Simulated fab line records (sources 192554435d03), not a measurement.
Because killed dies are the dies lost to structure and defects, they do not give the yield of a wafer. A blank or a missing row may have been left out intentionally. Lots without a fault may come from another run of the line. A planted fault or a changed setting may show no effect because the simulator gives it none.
Problem report, 8D (eight disciplines) form, completed by code || flow n5_finfet || the parts of the form that need people (team, actions taken, sign-off) are left out

## 1. WHAT IS WRONG
bias_w at N5_BEOL_M2_ETCH_64 reads a mean of 141.9 W on 3 wafers of 2 lots; wafers without a fault read 150.0 W with a standard deviation of 0.45. Measured from the usual mean, that is -18 standard deviations.
The step: etches SOC in N2/H2, target depth 75 nm, overetch 22.5 nm, time 121.9 s.
First observed at day 10 05:24: wafer L591.2, on rie_diel-05. The record holds 18 wafers of 6 lots with a number at this step. By rule, "out" or "out of limits" means more than 4 standard deviations away from the usual mean. All remaining wafers that have a number are taken as sound.

## 2. WHAT IT IS, WHAT IT ISN'T
{"question": "which readings at this step", "is": "bias_w, rf_vpp_V", "is not": "drypump_motor_current_A, oes_product_au, showerhead_plenum_p_Torr, throttle_valve_pct"}
{"question": "which lots", "is": "L591, L595", "is not": "L579, L587, L600, L601"}
{"question": "which wafers of those lots", "is": "L591.2, L591.6, L595.5", "is not": "L591.5, L595.1, L595.4"}
{"question": "read on which tools", "is": "rie_diel-05", "is not": "rie_diel-02, rie_diel-04"}
{"question": "when", "is": "from day 10 05:24", "is not": "up to then (7 sound wafers); but 8 sound wafers of L595, L600, L601 came after"}

## 3. WHAT RULES OUT EACH SUSPECT
Counting: any tool at a process step up to the reading remains a suspect provided it ran every lot that is out. Sound lots after the first of them don't rule it out here, since some wafers of a struck lot are sound.
- rie_diel-05 at N5_BEOL_M2_DESCUM_16 (chemistry O2, time 7 s): kept. Ran every lot that is out, first one L591 (day 10 05:19); last sound lot up to then L587 (day 8 22:50).
- rie_diel-05 at N5_BEOL_M2_ETCH_74 (etches underlayer in N2/H2, target depth 6.5 nm, time 5.2 s): kept. Ran every lot that is out, first one L591 (day 10 05:22); last sound lot up to then L587 (day 8 22:52).
- rie_diel-05 at N5_BEOL_M2_ETCH_63 (etches SiARC in CF4, target depth 15.6 nm, time 26 s): kept. Ran every lot that is out, first one L591 (day 10 05:23); last sound lot up to then L587 (day 8 22:53).
- rie_diel-05 at N5_BEOL_M2_ETCH_64 (etches SOC in N2/H2, target depth 75 nm, overetch 22.5 nm, time 121.9 s): kept. Ran every lot that is out, first one L591 (day 10 05:24); last sound lot up to then L587 (day 8 22:55). Out on those wafers are its own readings of bias_w, rf_vpp_V.
- In rie_diel-05 at N5_BEOL_M2_DESCUM_16, the wafers that are out were processed in chamber 2 and their sound lot-mates in chambers 1, 3.
- In rie_diel-05 at N5_BEOL_M2_ETCH_74, the wafers that are out were processed in chamber 2 and their sound lot-mates in chambers 1, 3.
- In rie_diel-05 at N5_BEOL_M2_ETCH_63, the wafers that are out were processed in chamber 2 and their sound lot-mates in chambers 1, 3.
- In rie_diel-05 at N5_BEOL_M2_ETCH_64, the wafers that are out were processed in chamber 2 and their sound lot-mates in chambers 1, 3.
Left after counting: rie_diel-05 at N5_BEOL_M2_DESCUM_16, rie_diel-05 at N5_BEOL_M2_ETCH_74, rie_diel-05 at N5_BEOL_M2_ETCH_63, rie_diel-05 at N5_BEOL_M2_ETCH_64.

## 4. THE CAUSE (what the simulator had put in)
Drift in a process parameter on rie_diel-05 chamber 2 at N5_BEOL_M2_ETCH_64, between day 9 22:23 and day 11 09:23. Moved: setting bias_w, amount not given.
This tool is one of the 4 suspects left after counting.

## 5. SEQUENCE OF EFFECTS, ordered by route
Each row: a reading whose mean over the struck wafers that have a number lies more than 3 standard deviations from the usual. Only readings whose record carries a usual standard deviation are examined. hours: median over the lots of the time between each lot's start at the first step of this table that gives one and its start at this step. sigmas: the change, counted in usual standard deviations.
{"hours": 0, "step": "N5_BEOL_M2_ETCH_64", "reading": "bias_w", "usual": "150.0 W", "on struck wafers": 141.9, "change": -8.1, "sigmas": -18}
{"hours": 0, "step": "N5_BEOL_M2_ETCH_64", "reading": "rf_vpp_V", "usual": "524.5 V", "on struck wafers": 509.6, "change": -14.9, "sigmas": -6.5}
Its process steps:
- N5_BEOL_M2_ETCH_64: etches SOC in N2/H2, target depth 75 nm, overetch 22.5 nm, time 121.9 s.
Later measuring or inspecting steps at which every struck wafer that the step has a row for has a number for every such reading, and none has moved that far: N5_BEOL_M4_RC_MEAS_101.

## 6. WHAT WOULD HAVE CAUGHT IT SOONER
The fault began at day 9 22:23; the first out-of-limits reading in this record came at day 10 05:24, 7 hours later.
